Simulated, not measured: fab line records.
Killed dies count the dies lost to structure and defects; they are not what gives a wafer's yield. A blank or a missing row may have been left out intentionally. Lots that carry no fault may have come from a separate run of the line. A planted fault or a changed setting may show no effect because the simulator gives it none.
fab line records	flow nandHarc
[record] lots = 7	wafers = 20	lastDay = 24
route steps=1159 shown A_CHANNEL_HOLE_D1@482 A_CHANNEL_FILL_D1@490 END@1159
lots that met no fault: from a run of the same line without faults
startH: hours from the record's first day to the start of the lot's first wafer shown	waitH: hours from the lot's prior step to this one	" the same as in the row above	L1.1+2: a row that stands for several wafers	- no value, or no start given	* or withheld: withheld	< > ~ a bound
route shown NAME@n: names a module that has steps shown in the file, with the first one's number in the route	usual: mean/standard deviation taken from wafers without a fault	same: alike in all rows	chamber/n: place in a boat	sites: each site's reading	_std_site: the values' standard deviation	_edge_site: outer sites' mean less inner sites'	radiusMm: how far each site lies from the wafer's centre	mask NAME#n: copy n	behind: the tool/chamber that last shaped the wafer	hold: reason for holding the lot/hours on hold/outcome of the hold	device: the transistor (n, p or np) that didn't switch	end of line: at the end of the route, the tests of the same wafers	a step with no rows: only its recipe	killed: dies lost to structure and defects at the first sort, not the wafer's yield	map: per-die view of a wafer (x killed, . not killed, _ where there is no die)
set.NAME: the run value of the setting; set.NAME@STEP: its run value at that earlier step	model.NAME: the simulator's own value behind a step, which no gauge read
a table for each step, a row for each wafer; lots at some steps of the route
services: from which hour (startH, from the record's first day; less than 0 if before it) a tool's chamber was out of use, for how many hours, and why
[[steps]]
[step NHARC_A_CHANNEL_HOLE_D1_STRIP_43]
[recipe] o2FlowSccm = 400	cosFlowSccm = 20	arFlowSccm = 0	biasW = 0	chemistry = O2/COS
[step NHARC_A_CHANNEL_HOLE_D1_ETCH_44]
[recipe] targetDepthA = 1400	overetchA = 140	timeS = 77	ionEnergyEv = 100	cf4FlowSccm = 80	o2FlowSccm = 20	arFlowSccm = 0	rfW = 300	biasW = 100	chemistry = CF4/O2
[usual] drypumpMotorCurrentA = 5.7/0.57	oes_f_703_au = 1.000/0.0045	oesProductAu = 1.000/0.0067	rfVppV = 197.4/1.2	showerheadPlenumPTorr = 1.32/0.05	throttleValvePct = 13.397/0.0092
lot.wafer	tool	chamber	startH	waitH	drypumpMotorCurrentA	oes_f_703_au	oesProductAu	rfHoursCounterH	rfVppV	showerheadPlenumPTorr	throttleValvePct
L350.2	rieDiel-10	1	218.70	0.1	4.8	0.996	0.997	3	196.4	1.26	13.408
L350.1	"	2	"	"	5.7	1.000	0.998	3	196.4	1.26	13.415
L350.6	"	3	"	"	5.2	0.998	0.990	-	196.5	1.26	13.417
L355.2	rieDiel-10	3	256.38	0.1	5.2	0.998	0.988	4	196.7	1.26	13.402
L355.1	"	0	"	"	5.5	0.996	0.994	4	198.8	1.36	13.390
L355.6	"	0	"	"	5.5	0.999	1.000	-	198.9	1.36	13.398
L360.4	rieDiel-01	2	280.02	0.0	6.6	1.003	0.997	10	198.8	1.33	13.410
L360.3	"	1	"	"	6.0	1.007	1.006	9	197.6	1.31	13.388
L363.3	rieDiel-01	2	291.09	0.1	6.7	1.003	1.005	11	198.1	1.33	13.395
L363.4	"	3	"	"	5.3	1.000	1.006	12	196.3	1.34	13.403
L363.5	"	2	"	"	6.7	0.999	0.998	-	197.4	1.33	13.386
L365.2	rieDiel-10	0	300.63	0.1	5.5	1.000	0.995	7	198.7	1.36	13.388
L365.3	"	2	"	"	5.8	0.995	0.997	8	196.4	1.25	13.386
L365.6	"	0	"	"	5.5	1.000	1.005	-	196.6	1.36	13.390
L366.1	rieDiel-01	0	307.15	0.0	6.7	0.999	1.001	12	200.2	1.42	13.401
L366.3	"	2	"	"	6.7	1.000	1.017	12	197.3	1.33	13.397
L366.5	"	1	"	"	6.0	1.004	1.007	-	198.1	1.31	13.392
L367.3	rieDiel-01	1	310.17	0.1	6.0	0.990	1.014	11	196.0	1.31	13.413
L367.5	"	3	"	"	5.3	0.992	1.006	-	198.7	1.34	13.397
L367.6	"	0	"	"	6.7	0.996	1.011	-	198.6	1.42	13.408
[step NHARC_A_CHANNEL_HOLE_D1_STRIP_27]
[recipe] o2FlowSccm = 500	arFlowSccm = 0	biasW = 0	chemistry = O2
[usual] drypumpMotorCurrentA = 5.7/0.57	oesProductAu = 1.001/0.0072	rfVppV = 57.6/0.8	showerheadPlenumPTorr = 3.48/0.13	throttleValvePct = 17.035/0.0092
lot.wafer	tool	chamber	startH	waitH	drypumpMotorCurrentA	oesProductAu	rfHoursCounterH	rfVppV	showerheadPlenumPTorr	throttleValvePct
L350.1	rieDiel-10	1	-	-	4.8	0.998	3	56.7	3.34	17.021
L350.2	"	2	"	"	5.7	0.995	3	58.4	3.33	17.039
L350.6	"	0	"	"	5.5	1.002	-	56.8	3.60	17.028
L355.1	rieDiel-10	2	-	-	5.8	0.998	5	56.2	3.33	17.020
L355.2	"	0	"	"	5.5	0.998	4	58.3	3.60	17.033
L355.6	"	1	"	"	4.8	0.998	-	56.2	3.34	17.039
L360.4	rieDiel-01	3	-	-	5.3	1.002	11	57.9	3.55	17.037
L360.3	"	0	"	"	6.7	0.991	10	58.3	3.74	17.025
L363.3	rieDiel-01	3	-	-	5.2	1.016	12	57.3	3.55	17.027
L363.4	"	0	"	"	6.7	0.997	11	57.9	3.74	17.040
L363.5	"	0	"	"	6.7	1.003	-	55.4	3.74	17.058
L365.3	rieDiel-10	3	-	-	5.2	0.993	6	58.1	3.33	17.028
L365.2	"	0	"	"	5.5	0.991	7	57.8	3.60	17.025
L365.6	"	3	"	"	5.2	0.998	-	57.2	3.33	17.032
L366.3	rieDiel-01	3	-	-	5.3	1.003	13	58.0	3.55	17.034
L366.1	"	0	"	"	6.7	1.011	12	58.6	3.73	17.032
L366.5	"	3	"	"	5.2	1.002	-	58.8	3.55	17.019
L367.3	rieDiel-01	1	-	-	6.0	1.013	11	57.8	3.46	17.041
L367.5	"	1	"	"	6.0	0.998	-	58.3	3.46	17.040
L367.6	"	2	"	"	6.7	0.998	-	57.0	3.51	17.030
[step NHARC_A_CHANNEL_HOLE_D1_PRECLEAN_28]
[recipe] timeS = *	tempC = 50	bathAgeMin = 0	chemistry = SC1
[step NHARC_A_CHANNEL_HOLE_D1_SRD_29]
[step NHARC_A_CHANNEL_HOLE_D1_CD_MEAS_30]
[usual] cdNm = 89.9/0.9
lot.wafer	tool	chamber	startH	waitH	cdNm
L350.1	cdSem-03	-	219.49	-	90.4
L350.2	"	-	"	"	89.1
L350.6	"	-	"	"	89.3
L355.1	cdSem-03	-	257.17	-	90.5
L355.2	"	-	"	"	89.9
L355.6	"	-	"	"	90.7
L360.3	cdSem-03	-	280.84	-	89.2
L360.4	"	-	"	"	90.1
L363.3	cdSem-01	-	291.88	-	91.3
L363.4	"	-	"	"	91.6
L363.5	"	-	"	"	91.9
L365.2	cdSem-03	-	301.43	-	90.6
L365.3	"	-	"	"	89.8
L365.6	"	-	"	"	90.1
L366.1	cdSem-01	-	307.95	-	89.1
L366.3	"	-	"	"	91.5
L366.5	"	-	"	"	91.7
L367.3	cdSem-02	-	310.95	-	90.4
L367.5	"	-	"	"	90.9
L367.6	"	-	"	"	90.2
[step NHARC_A_CHANNEL_HOLE_D1_XSEM_31]
[recipe] landingEnergyEv = 35000
[step NHARC_A_CHANNEL_HOLE_D1_INSPECT_40]
[usual] rawDefectCount = 63/19
lot.wafer	tool	chamber	startH	waitH	rawDefectCount
L350.1	defectInspect-02	-	219.67	-	60
L350.2	"	-	"	"	87
L350.6	"	-	"	"	66
L355.1	defectInspect-02	-	257.37	-	51
L355.2	"	-	"	"	64
L355.6	"	-	"	"	31
L360.3	defectInspect-01	-	281.02	-	64
L360.4	"	-	"	"	49
L363.3	defectInspect-02	-	292.08	-	64
L363.4	"	-	"	"	42
L363.5	"	-	"	"	47
L365.2	defectInspect-02	-	301.62	-	47
L365.3	"	-	"	"	50
L365.6	"	-	"	"	44
L366.1	defectInspect-01	-	308.15	-	60
L366.3	"	-	"	"	82
L366.5	"	-	"	"	70
L367.3	defectInspect-01	-	311.14	-	67
L367.5	"	-	"	"	81
L367.6	"	-	"	"	68
[step NHARC_A_CHANNEL_FILL_D1_PRECLEAN_00]
[recipe] timeS = *	tempC = 50	bathAgeMin = 0	chemistry = SC1
[step NHARC_A_CHANNEL_FILL_D1_SRD_01]
[step NHARC_A_CHANNEL_FILL_D1_ALD_02]
[recipe] targetThkA = 60	pulseTimeS = 10	aldCycles = 60	tempC = 300	material = SiO2
[usual] aldCycles = 60/0	heaterPowerW = 462/28	precursorPulseHeightRel = 0.999/0.019
lot.wafer	tool	chamber	startH	waitH	aldCycles	heaterPowerW	precursorPulseHeightRel
L350.2	aldHk-03	0	219.88	-	60	486	0.983
L350.1	"	2	"	"	60	475	1.021
L350.6	"	0	"	"	60	490	1.038
L355.1	aldHk-04	2	257.98	-	60	478	0.980
L355.2	"	3	"	"	60	476	1.033
L355.6	"	2	"	"	60	484	0.999
L360.4	aldHk-03	1	281.49	-	60	419	0.960
L360.3	"	0	"	"	60	483	0.969
L363.3	aldHk-04	0	292.39	0.2	60	475	0.975
L363.4	"	2	"	"	60	481	1.026
L363.5	"	0	"	"	60	471	0.982
L365.2	aldHk-03	2	301.88	-	60	479	0.993
L365.3	"	3	"	"	60	418	1.014
L365.6	"	2	"	"	60	474	0.990
L366.1	aldHk-03	3	308.34	-	60	416	0.992
L366.3	"	2	"	"	60	474	1.027
L366.5	"	3	"	"	60	428	0.998
L367.3	aldHk-03	1	311.54	-	60	407	0.973
L367.5	"	2	"	"	60	485	0.978
L367.6	"	3	"	"	60	434	0.996
[step NHARC_A_CHANNEL_FILL_D1_ALD_03]
[recipe] targetThkA = 60	pulseTimeS = 60	aldCycles = 58	tempC = 630	pressureTorr = 2	material = SiNx
[usual] aldCycles = 58/0	chamberPressureTorr = 2.001/0.0049	precursorPulseHeightRel = 1.000/0.019
lot.wafer	tool	chamber	startH	waitH	aldCycles	chamberPressureTorr	precursorPulseHeightRel
L350.1	aldSinBatch-02	0	-	-	58	2.005	1.010
L350.2	"	0	"	"	58	2.000	1.005
L350.6	"	0	"	"	58	2.007	1.000
L355.1	aldSinBatch-02	0	-	-	58	1.989	1.022
L355.2	"	0	"	"	58	1.995	1.006
L355.6	"	0	"	"	58	2.000	1.025
L360.3	aldSinBatch-02	0	-	-	58	1.996	0.965
L360.4	"	0	"	"	58	1.996	0.980
L363.3	aldSinBatch-03	0	-	-	58	2.007	0.994
L363.4	"	0	"	"	58	2.000	0.980
L363.5	"	0	"	"	58	2.004	0.991
L365.2	aldSinBatch-02	0	-	-	58	2.003	1.022
L365.3	"	0	"	"	58	2.008	1.001
L365.6	"	0	"	"	58	1.998	1.028
L366.1	aldSinBatch-03	0	-	-	58	1.998	1.019
L366.3	"	0	"	"	58	1.995	0.994
L366.5	"	0	"	"	58	2.000	1.000
L367.3	aldSinBatch-02	0	-	-	58	2.001	1.007
L367.5	"	0	"	"	58	2.001	1.001
L367.6	"	0	"	"	58	1.991	1.035
[step NHARC_A_CHANNEL_FILL_D1_ALD_14]
[recipe] targetThkA = 25	pulseTimeS = 10	aldCycles = 25	tempC = 300	material = SiO2
[usual] aldCycles = 25/0	heaterPowerW = 467/27	precursorPulseHeightRel = 1.001/0.018
lot.wafer	tool	chamber	startH	waitH	aldCycles	heaterPowerW	precursorPulseHeightRel
L350.2	aldHk-03	3	226.85	0.0	25	436	1.008
L350.1	"	0	"	"	25	482	0.991
L350.6	"	0	"	"	25	488	1.021
L355.1	aldHk-04	2	264.66	0.3	25	477	0.994
L355.2	"	3	"	"	25	475	0.986
L355.6	"	3	"	"	25	478	1.013
L360.4	aldHk-04	3	288.14	0.0	25	490	1.003
L360.3	"	0	"	"	29	475	0.998
L363.4	aldHk-04	2	299.47	0.2	25	482	0.963
L363.3	"	3	"	"	29	490	0.977
L363.5	"	3	"	"	29	480	1.000
L365.2	aldHk-04	2	308.66	0.1	25	474	1.009
L365.3	"	0	"	"	29	483	1.012
L365.6	"	2	"	"	25	488	0.991
L366.1	aldHk-03	1	315.40	0.0	25	416	1.003
L366.3	"	3	"	"	25	425	1.010
L366.5	"	2	"	"	25	478	0.971
L367.3	aldHk-03	0	318.36	0.1	25	485	1.038
L367.5	"	3	"	"	25	422	0.978
L367.6	"	0	"	"	25	475	1.018
[step NHARC_A_CHANNEL_FILL_D1_ALD_15]
[recipe] targetThkA = 20	pulseTimeS = 60	aldCycles = 19	tempC = 630	pressureTorr = 2	material = SiNx
[usual] aldCycles = 19/0	chamberPressureTorr = 1.999/0.0042	precursorPulseHeightRel = 0.997/0.019
lot.wafer	tool	chamber	startH	waitH	aldCycles	chamberPressureTorr	precursorPulseHeightRel
L350.1	aldSinBatch-02	0	-	-	19	1.995	0.968
L350.2	"	0	"	"	19	1.998	1.001
L350.6	"	0	"	"	19	1.996	1.036
L355.1	aldSinBatch-03	0	-	-	19	2.001	0.983
L355.2	"	0	"	"	19	1.998	0.982
L355.6	"	0	"	"	19	2.005	1.014
L360.3	aldSinBatch-01	0	-	-	19	2.002	0.992
L360.4	"	0	"	"	19	1.997	1.002
L363.3	aldSinBatch-01	0	-	-	19	1.996	0.990
L363.4	"	0	"	"	19	2.003	0.992
L363.5	"	0	"	"	19	1.992	0.976
L365.2	aldSinBatch-01	0	-	-	19	1.996	1.019
L365.3	"	0	"	"	19	2.001	0.978
L365.6	"	0	"	"	19	2.005	1.022
L366.1	aldSinBatch-01	0	-	-	19	1.993	1.019
L366.3	"	0	"	"	19	1.995	0.989
L366.5	"	0	"	"	19	1.994	0.979
L367.3	aldSinBatch-02	0	-	-	19	1.999	0.994
L367.5	"	0	"	"	19	1.997	1.002
L367.6	"	0	"	"	19	1.999	1.001
[step NHARC_END_SORT_01]
[recipe] tempC = 25
[usual] killedAtArray = 27/11	killedAtOther = 0.8/1.4	killedAtPeriphery = 3.3/2	killedDies = 31/11	killedOpen = 3.4/1.8	killedShort = 2.1/1.3
[same] grossDies = 677
lot.wafer	tool	chamber	startH	waitH	killedAtArray	killedAtOther	killedAtPeriphery	killedDies	killedOpen	killedShort
L360.3	prober-01	0	539.95	3.1	16	1	5	22	3	3
L360.4	prober-01	0	540.75	3.4	15	0	6	21	2	2
L363.3	prober-02	0	561.74	3.1	33	2	1	36	4	1
L363.4	prober-02	0	562.55	3.4	31	2	2	35	5	2
L363.5	prober-02	0	563.36	3.7	29	3	2	34	3	2
L366.1	prober-01	0	568.03	2.5	49	0	5	54	6	3
L366.3	prober-01	0	569.64	3.1	46	0	2	48	3	2
L366.5	prober-01	0	571.25	3.7	51	1	3	55	3	3
L367.3	prober-01	0	577.49	3.1	24	1	3	28	7	2
L367.5	prober-01	0	579.10	3.7	23	0	7	30	7	5
L367.6	prober-01	0	579.91	4.0	22	1	2	25	0	1
// killed by level:class
L360.3 A_CHANNEL_HOLE_D1:chamberFilmFlake=6 P_ZERO_WELL:chamberFilmFlake=3 A_STAIRCASE:chamberFilmFlake=3 A_WL_FILL:chamberFilmFlake=2 P_M1:geometricParticle:open=1 A_CHANNEL_HOLE_D1:geometricParticle:short=1 A_CHANNEL_FILL_D1:geometricParticle:open=1 A_CONTACT:geometricParticle:short=1
L360.4 A_CHANNEL_HOLE_D1:chamberFilmFlake=6 P_ZERO_WELL:chamberFilmFlake=4 A_ZERO_WELL:chamberFilmFlake=2 A_STAIRCASE:chamberFilmFlake=2 A_SOURCE_PLATE:geometricParticle:short=1 A_SGD_CUT:geometricParticle:open=1 A_SGD_CUT:geometricParticle:short=1 A_CONTACT:geometricParticle:open=1
L363.3 A_SLIT:chamberFilmFlake=16 A_CONTACT:chamberFilmFlake=9 A_CHANNEL_FILL_D1:geometricParticle:open=2 A_CHANNEL_HOLE_D1:chamberFilmFlake=2 THIN_TSV:chamberFilmFlake=2 A_WL_FILL:geometricParticle:short=1 A_CONTACT:geometricParticle:open=1 A_BLC:geometricParticle:open=1
L363.4 A_CONTACT:chamberFilmFlake=12 A_SLIT:chamberFilmFlake=9 A_CHANNEL_HOLE_D1:chamberFilmFlake=3 P_M0:geometricParticle:short=1 A_ONON_D1:geometricParticle:open=1 A_CHANNEL_HOLE_D1:geometricParticle:open=1 A_SGD_CUT:geometricParticle:short=1 A_WL_FILL:geometricParticle:open=1
L363.5 A_SLIT:chamberFilmFlake=10 A_CONTACT:chamberFilmFlake=9 A_CHANNEL_HOLE_D1:chamberFilmFlake=3 THIN_TSV:chamberFilmFlake=3 P_GATE:chamberFilmFlake=2 A_STAIRCASE:chamberFilmFlake=2 A_ONON_D1:geometricParticle:short=1 A_CHANNEL_FILL_D1:geometricParticle:open=1
L366.1 A_SLIT:chamberFilmFlake=19 A_CHANNEL_HOLE_D1:chamberFilmFlake=15 A_CONTACT:chamberFilmFlake=3 A_M1:chamberFilmFlake=3 A_CHANNEL_FILL_D1:geometricParticle:open=2 A_STAIRCASE:chamberFilmFlake=2 P_GATE:geometricParticle:short=1 P_M0:geometricParticle:open=1
L366.3 A_CHANNEL_HOLE_D1:chamberFilmFlake=16 A_SLIT:chamberFilmFlake=15 A_M1:chamberFilmFlake=7 A_CHANNEL_FILL_D1:geometricParticle:open=2 P_CONTACT:chamberFilmFlake=2 A_STAIRCASE:chamberFilmFlake=2 A_CHANNEL_FILL_D1:geometricParticle:short=1 A_WL_FILL:geometricParticle:open=1
L366.5 A_CHANNEL_HOLE_D1:chamberFilmFlake=27 A_SLIT:chamberFilmFlake=12 A_CONTACT:chamberFilmFlake=6 P_CONTACT:geometricParticle:short=2 A_CONTACT:geometricParticle:open=2 A_CHANNEL_FILL_D1:geometricParticle:short=1 A_CHANNEL_FILL_D1:geometricParticle:open=1 P_GATE:chamberFilmFlake=1
L367.3 A_CHANNEL_HOLE_D1:chamberFilmFlake=7 A_STAIRCASE:chamberFilmFlake=4 A_ONON_D1:geometricParticle:open=3 P_ZERO_WELL:chamberFilmFlake=2 A_SGD_CUT:chamberFilmFlake=2 A_CONTACT:chamberFilmFlake=2 P_M1:geometricParticle:open=1 A_SOURCE_PLATE:geometricParticle:short=1
L367.5 A_CHANNEL_HOLE_D1:chamberFilmFlake=6 P_ZERO_WELL:chamberFilmFlake=3 A_ONON_D1:geometricParticle:open=2 A_WL_FILL:geometricParticle:short=2 A_CHANNEL_FILL_D1:chamberFilmFlake=2 A_STAIRCASE:chamberFilmFlake=2 A_SGD_CUT:chamberFilmFlake=2 P_GATE:geometricParticle:open=1
L367.6 A_CHANNEL_HOLE_D1:chamberFilmFlake=8 A_CONTACT:chamberFilmFlake=4 P_ZERO_WELL:chamberFilmFlake=2 A_SGD_CUT:chamberFilmFlake=2 A_SLIT:chamberFilmFlake=2 A_M1:chamberFilmFlake=2 A_CHANNEL_HOLE_D1:geometricParticle:short=1 A_CHANNEL_FILL_D1:chamberFilmFlake=1
[[services]]
tool	chamber	startH	hours	kind
rieDiel-01	0	195.80	-	clean
rieDiel-01	1	195.80	-	clean
rieDiel-01	2	195.80	-	clean
rieDiel-01	3	195.80	-	clean
rieDiel-01	0	220.30	-	clean
rieDiel-01	1	220.30	-	clean
rieDiel-01	2	220.30	-	clean
rieDiel-01	3	220.30	-	clean
rieDiel-01	0	244.86	-	clean
rieDiel-01	1	244.86	-	clean
rieDiel-01	2	244.86	-	clean
rieDiel-01	3	244.86	-	clean
rieDiel-10	3	262.31	4.8	repair
rieDiel-01	0	269.36	-	clean
rieDiel-01	1	269.36	-	clean
rieDiel-01	2	269.36	-	clean
rieDiel-01	3	269.36	-	clean
rieDiel-01	0	293.86	-	clean
rieDiel-01	1	293.86	-	clean
rieDiel-01	2	293.86	-	clean
rieDiel-01	3	293.86	-	clean
rieDiel-01	-	314.80	9.0	pm
rieDiel-01	0	314.80	9.0	ventCycle
aldSinBatch-03	-	315.36	26.0	pm
[[key]]
[firstSign] step = NHARC_A_CHANNEL_FILL_D1_ALD_14	reading = aldCycles	direction = up	sigmas = 99+	usual = 25	struck = 29
effect none on later readings
metAt NHARC_A_CHANNEL_FILL_D1_ALD_14
struckWafers L360.3,L363.3,L363.5,L365.3
testerLeftOut L360,L363,L365
onsetBetween 264.66 288.14
[fault] kind = processParameterDrift	tool = aldHk-04	chamber = -	onsetH = 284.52	steps = NHARC_A_CHANNEL_FILL_D1_ALD_14	channel = aldCycles	offset = 4	shape = step	endH = 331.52	scope = struckWafersOnly	actsIn = theseRecipesOnly	stated = 25
// testerLeftOut: of these lots the tester's yield and bins aren't shown, on N5 and GAA mostly nor the transistor test; their killed dies are dies lost to structure and defects alone, not to doping, threshold or leakage, so they don't give the yield
